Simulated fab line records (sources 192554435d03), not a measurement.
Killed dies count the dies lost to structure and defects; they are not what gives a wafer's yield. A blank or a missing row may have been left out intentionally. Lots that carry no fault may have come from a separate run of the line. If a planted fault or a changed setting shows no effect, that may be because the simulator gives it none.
Which tool was responsible? -- flow n5Finfet -- 72 wafers from 24 lots sampled at 3 of the route's 1938 steps

== WHAT THE GAUGES SHOWED, per wafer ==
N5_BEOL_M1_OCD_MEAS_38.
lot,measured,on,trenchDepthNm (nm)
L074,day 6 05:10,ocd-01,56.5 54.2 53.7
L075,day 6 16:26,ocd-02,55.7 55.6 56.1
L076,day 6 19:22,ocd-02,56.4 53.1 56.9
L077,day 7 14:02,ocd-02,57.7 56.0 56.8
L079,day 7 17:53,ocd-01,54.3 55.6 54.1
L078,day 7 18:40,ocd-02,55.2 54.4 55.2
L080,day 7 19:22,ocd-01,53.9 55.9 54.0
L081,day 8 02:03,ocd-02,53.7 53.0 54.8
L082,day 8 02:14,ocd-01,54.2 53.5 56.2
L083,day 8 11:04,ocd-01,55.7 57.2 54.5
L084,day 8 14:01,ocd-02,56.8 56.0 53.7
L085,day 8 23:52,ocd-02,55.5 54.2 55.8
L086,day 9 03:09,ocd-01,54.9 54.5 57.8
L087,day 9 13:27,ocd-02,55.2 55.7 54.0
L088,day 9 23:48,ocd-02,55.4 57.5 56.3
L089,day 10 04:34,ocd-02,58.0 57.9 57.3
L090,day 10 05:52,ocd-01,56.0 55.3 54.0
L091,day 10 07:30,ocd-01,55.4 56.2 55.5
L092,day 10 18:51,ocd-02,55.8 55.4 56.1
L093,day 11 00:46,ocd-01,57.4 58.5 53.9
L094,day 11 06:23,ocd-02,53.5 53.2 56.0
L095,day 11 10:37,ocd-02,55.5 56.8 55.0
L096,day 11 14:06,ocd-01,58.0 54.0 56.9
L097,day 11 21:17,ocd-02,56.1 55.8 56.8

== EACH LOT AND THE TOOL THAT RAN IT (in order: tool; ch and the chambers of the sampled wafers; start) ==
lot,N5_BEOL_M1_STRIP_66,N5_BEOL_M1_DESCUM_33
L074,"rieDiel-02 ch 0,2,3, day 6 02:49","rieDiel-01 ch 0,1, day 6 03:42"
L075,"rieDiel-02 ch 0,3, day 6 13:00","rieDiel-04 ch 1,2,3, day 6 13:46"
L076,"rieDiel-04 ch 0,1,3, day 6 17:09","rieDiel-01 ch 0,2,3, day 6 18:05"
L077,"rieDiel-02 ch 0,2,3, day 7 12:35","rieDiel-01 ch 2,3, day 7 13:17"
L079,"rieDiel-01 ch 0,3, day 7 14:49","rieDiel-02 ch 0,1,3, day 7 15:37"
L078,"rieDiel-04 ch 2,3, day 7 14:53","rieDiel-01 ch 0,2, day 7 15:48"
L080,"rieDiel-02 ch 1,3, day 7 14:53","rieDiel-02 ch 0,1,3, day 7 15:51"
L081,"rieDiel-01 ch 0,3, day 7 23:04","rieDiel-02 ch 0,1,2, day 7 23:52"
L082,"rieDiel-02 ch 0,1,2, day 7 23:07","rieDiel-04 ch 0,1, day 8 00:02"
L083,"rieDiel-01 ch 0,1,2, day 8 08:02","rieDiel-04 ch 1,2,3, day 8 08:49"
L084,"rieDiel-04 ch 0,2,3, day 8 11:59","rieDiel-01 ch 0,2,3, day 8 12:42"
L085,"rieDiel-04 ch 0,2,3, day 8 22:25","rieDiel-02 ch 1,2,3, day 8 23:05"
L086,"rieDiel-02 ch 2,3, day 9 00:49","rieDiel-02 ch 2,3, day 9 01:38"
L087,"rieDiel-04 ch 1,2,3, day 9 11:58","rieDiel-01 ch 1,2, day 9 12:38"
L088,"rieDiel-01 ch 0,1,2, day 9 17:42","rieDiel-01 ch 0,1,2, day 9 18:46"
L089,"rieDiel-02 ch 1,2, day 10 00:11","rieDiel-01 ch 0,1,3, day 10 02:01"
L090,"rieDiel-02 ch 0,1,2, day 10 03:54","rieDiel-02 ch 1,2,3, day 10 04:34"
L091,"rieDiel-04 ch 0,2,3, day 10 05:40","rieDiel-02 ch 0,1, day 10 06:36"
L092,"rieDiel-04 ch 1,2,3, day 10 16:04","rieDiel-04 ch 0,1,3, day 10 16:51"
L093,"rieDiel-02 ch 2,3, day 10 22:56","rieDiel-01 ch 0,1, day 10 23:35"
L094,"rieDiel-02 ch 1,3, day 11 04:05","rieDiel-04 ch 2,3, day 11 04:44"
L095,"rieDiel-04 ch 0,1, day 11 07:09","rieDiel-02 ch 1,2,3, day 11 07:51"
L096,"rieDiel-04 ch 0,3, day 11 11:30","rieDiel-04 ch 0,1,2, day 11 12:10"
L097,"rieDiel-01 ch 1,2,3, day 11 18:40","rieDiel-02 ch 0,2,3, day 11 19:28"
- N5_BEOL_M1_STRIP_66: strips in CF4.
- N5_BEOL_M1_DESCUM_33: chemistry O2, time 7 s.

== AS READ BY THE TOOLS THEMSELVES (means over the sampled wafers that have a number; for cases with no such wafer, the mark the record gives instead) ==
N5_BEOL_M1_STRIP_66.
lot,tool,drypumpMotorCurrentA (A),oesProductAu (a.u.),rfVppV (V),showerheadPlenumPTorr (Torr),throttleValvePct (%)
L074,rieDiel-02,5.5,0.77,271.0,1.80,13.50
L075,rieDiel-02,5.5,0.82,272.1,1.80,13.53
L076,rieDiel-04,5.5,0.79,270.6,1.78,13.64
L077,rieDiel-02,5.5,0.76,271.3,1.79,13.53
L079,rieDiel-01,5.6,0.74,272.9,1.87,13.60
L078,rieDiel-04,5.5,0.77,271.3,1.79,13.82
L080,rieDiel-02,5.2,0.83,271.1,1.81,13.64
L081,rieDiel-01,5.5,0.78,272.3,1.88,13.54
L082,rieDiel-02,5.7,0.71,272.5,1.83,13.61
L083,rieDiel-01,5.5,0.84,271.8,1.80,13.38
L084,rieDiel-04,5.3,0.84,271.1,1.80,13.57
L085,rieDiel-04,5.3,0.83,270.9,1.80,13.59
L086,rieDiel-02,5.0,0.80,269.9,1.77,13.57
L087,rieDiel-04,5.2,0.85,271.8,1.82,13.53
L088,rieDiel-01,5.6,0.82,270.8,1.80,13.41
L089,rieDiel-02,5.4,0.72,271.9,1.84,13.74
L090,rieDiel-02,5.7,0.79,272.1,1.82,13.45
L091,rieDiel-04,5.4,0.82,270.7,1.80,13.59
L092,rieDiel-04,5.2,0.83,270.8,1.82,13.55
L093,rieDiel-02,5.0,0.74,270.1,1.77,13.58
L094,rieDiel-02,5.4,0.75,271.2,1.84,13.79
L095,rieDiel-04,5.2,0.91,271.1,1.81,13.19
L096,rieDiel-04,5.7,0.74,269.5,1.73,13.86
L097,rieDiel-01,5.7,0.76,270.8,1.79,13.52

N5_BEOL_M1_DESCUM_33.
lot,tool,drypumpMotorCurrentA (A),oesProductAu (a.u.),rfVppV (V),showerheadPlenumPTorr (Torr),throttleValvePct (%)
L074,rieDiel-01,5.5,0.80,244.3,2.17,20.38
L075,rieDiel-04,5.2,0.79,243.7,2.12,20.40
L076,rieDiel-01,5.5,0.76,243.6,2.16,20.41
L077,rieDiel-01,5.6,0.71,243.8,2.14,20.38
L079,rieDiel-02,5.7,0.78,243.6,2.12,20.37
L078,rieDiel-01,5.4,0.75,243.5,2.13,20.50
L080,rieDiel-02,5.7,0.78,243.6,2.12,20.37
L081,rieDiel-02,5.7,0.73,244.5,2.13,20.34
L082,rieDiel-04,5.3,0.87,242.8,2.08,20.28
L083,rieDiel-04,5.2,0.77,243.4,2.11,20.44
L084,rieDiel-01,5.5,0.76,244.6,2.15,20.44
L085,rieDiel-02,5.2,0.78,243.5,2.09,20.41
L086,rieDiel-02,5.0,0.76,243.0,2.06,20.34
L087,rieDiel-01,5.8,0.88,243.2,2.07,20.10
L088,rieDiel-01,5.6,0.82,244.0,2.11,20.30
L089,rieDiel-01,5.7,0.82,243.4,2.14,20.21
L090,rieDiel-02,5.2,0.77,241.8,2.09,20.43
L091,rieDiel-02,6.2,0.88,245.0,2.14,20.02
L092,rieDiel-04,5.5,0.85,242.5,2.05,20.37
L093,rieDiel-01,5.7,0.89,243.0,2.10,20.07
L094,rieDiel-04,5.1,0.81,244.5,2.13,20.41
L095,rieDiel-02,5.2,0.76,242.9,2.09,20.45
L096,rieDiel-04,5.1,0.90,244.5,2.13,20.14
L097,rieDiel-02,5.5,0.82,243.2,2.08,20.18

== THE ANSWER, worked out from the rows above alone ==
Rule: usual is defined by the lots themselves. Put in order of their means at a reading, lots are off if they are a third of the lots or fewer, leave a main group of 4 or more, and stand apart from it by a gap of 3 or more times the standard deviation of the main group's means; of several such gaps the widest counts. If all means in a main group match to the digits the tables above print for the reading, that group is not used. Also off: a lot with no number at a reading for which 4 or more lots have one. Where the step has rows for the other lots, those lots are counted as sound. The gauges are gone through in route order, then the tools' own readings, and for those a lot's mean is taken as printed above. At the first step where some lot is off, the reading lying furthest off is the one used; lots without a number count as furthest.
Nothing can be told from this: no lot is off at any reading shown.

== WHAT THE SIMULATOR HAD PUT IN ==
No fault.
